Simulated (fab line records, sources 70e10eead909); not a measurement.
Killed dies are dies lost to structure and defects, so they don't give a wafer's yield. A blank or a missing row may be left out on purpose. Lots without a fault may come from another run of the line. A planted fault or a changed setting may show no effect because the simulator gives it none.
Chamber matching | flow nand_harc | NHARC_A_CONTACT_DESCUM_74 on rie_diel-03: 4 sister chambers
The step chemistry O2, time 3 s. 36 wafers are shown with their chamber, then 12 later ones without.

WAFERS WITH THEIR CHAMBER
wafer  | chamber | drypump_motor_current_A (A) | showerhead_plenum_p_Torr (Torr) | oes_product_au (a.u.)
L075.1 | 1       | 5.32                        | 1.77                            | 1.004
L075.2 | 2       | 5.16                        | 2.01                            | 1.013
L075.5 | 2       | 5.15                        | 2.01                            | 1.016
L079.1 | 2       | 5.14                        | 2.01                            | 1.014
L079.5 | 0       | 5.61                        | 2.00                            | 1.005
L079.6 | 3       | 5.68                        | 1.97                            | 0.997
L080.1 | 3       | 5.66                        | 1.97                            | 0.988
L080.2 | 2       | 5.16                        | 2.01                            | 1.007
L080.3 | 1       | 5.29                        | 1.77                            | 0.998
L080.4 | 0       | 5.66                        | 2.00                            | 1.000
L080.5 | 1       | 5.30                        | 1.77                            | 1.008
L080.6 | 0       | 5.68                        | 2.00                            | 0.991
L081.2 | 0       | 5.63                        | 2.00                            | 0.998
L081.3 | 3       | 5.65                        | 1.97                            | 0.990
L081.4 | 2       | 5.15                        | 2.01                            | 1.008
L084.1 | 2       | 5.16                        | 2.01                            | 1.024
L084.2 | 1       | 5.28                        | 1.77                            | 1.008
L084.6 | 1       | 5.30                        | 1.77                            | 0.991
L082.1 | 3       | 5.68                        | 1.97                            | 0.989
L082.2 | 0       | 5.63                        | 2.00                            | 0.998
L082.4 | 2       | 5.14                        | 2.01                            | 1.006
L085.2 | 2       | 5.17                        | 2.00                            | 1.005
L085.3 | 3       | 5.66                        | 1.97                            | 0.978
L085.6 | 3       | 5.67                        | 1.97                            | 0.984
L085.1 | 0       | 5.67                        | 1.99                            | 0.991
L085.4 | 1       | 5.33                        | 1.76                            | 1.004
L085.5 | 2       | 5.16                        | 2.00                            | 1.014
L089.2 | 3       | 5.67                        | 1.97                            | 0.989
L089.5 | 2       | 5.14                        | 2.00                            | 0.982
L089.6 | 1       | 5.28                        | 2.08                            | 1.007
L088.2 | 2       | 5.15                        | 2.00                            | 0.983
L088.3 | 0       | 5.61                        | 1.99                            | 1.000
L088.5 | 1       | 5.32                        | 2.08                            | 1.010
L092.1 | 3       | 5.65                        | 1.96                            | 1.004
L092.2 | 1       | 5.29                        | 2.07                            | 1.000
L092.4 | 0       | 5.66                        | 1.99                            | 1.001

SIGNATURES (means of the wafers above)
reading                  | chamber 0 | chamber 1 | chamber 2 | chamber 3 | scatter within a chamber
drypump_motor_current_A  | 5.6437    | 5.3011    | 5.1527    | 5.6650    | 0.0176
showerhead_plenum_p_Torr | 1.9963    | 1.8711    | 2.0064    | 1.9688    | 0.0772
oes_product_au           | 0.99800   | 1.00333   | 1.00655   | 0.98987   | 0.00901
Rule: a wafer's distance from a chamber is the root of the sum, over the readings, of the square of ((its reading less the chamber's mean) divided by the reading's scatter). The wafer belongs to the nearest chamber; if the next one is less than 2 further off, it can't be placed. The scatter: the root of (the sum of the squares of (reading less its chamber's mean) over the shown wafers, divided by (wafers less chambers)).

WAFERS WITHOUT THEIR CHAMBER
wafer  | drypump_motor_current_A (A) | showerhead_plenum_p_Torr (Torr) | oes_product_au (a.u.)
L090.2 | 5.67                        | 1.96                            | 1.011
L090.5 | 5.28                        | 2.07                            | 1.012
L090.6 | 5.63                        | 1.99                            | 1.004
L091.2 | 5.29                        | 2.07                            | 1.008
L091.4 | 5.15                        | 2.00                            | 1.004
L091.6 | 5.30                        | 2.07                            | 1.020
L093.2 | 5.33                        | 2.07                            | 1.014
L093.3 | 5.65                        | 1.96                            | 0.992
L093.5 | 5.68                        | 1.96                            | 0.991
L093.1 | 5.65                        | 1.99                            | 0.989
L093.4 | 5.14                        | 2.00                            | 0.998
L093.6 | 5.68                        | 1.99                            | 0.994

WHICH CHAMBER EACH WENT THROUGH
wafer  | from the rows above     | in truth
L090.2 | can't be placed: 0 or 3 | 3
L090.5 | 1                       | 1
L090.6 | can't be placed: 0 or 3 | 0
L091.2 | 1                       | 1
L091.4 | 2                       | 2
L091.6 | 1                       | 1
L093.2 | 1                       | 1
L093.3 | can't be placed: 0 or 3 | 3
L093.5 | can't be placed: 3 or 0 | 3
L093.1 | can't be placed: 3 or 0 | 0
L093.4 | 2                       | 2
L093.6 | can't be placed: 3 or 0 | 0
Placed correctly: 6 of 12. Can't be placed from these rows: 6 (the true chamber is among the candidates in 6). Placed wrongly: 0.
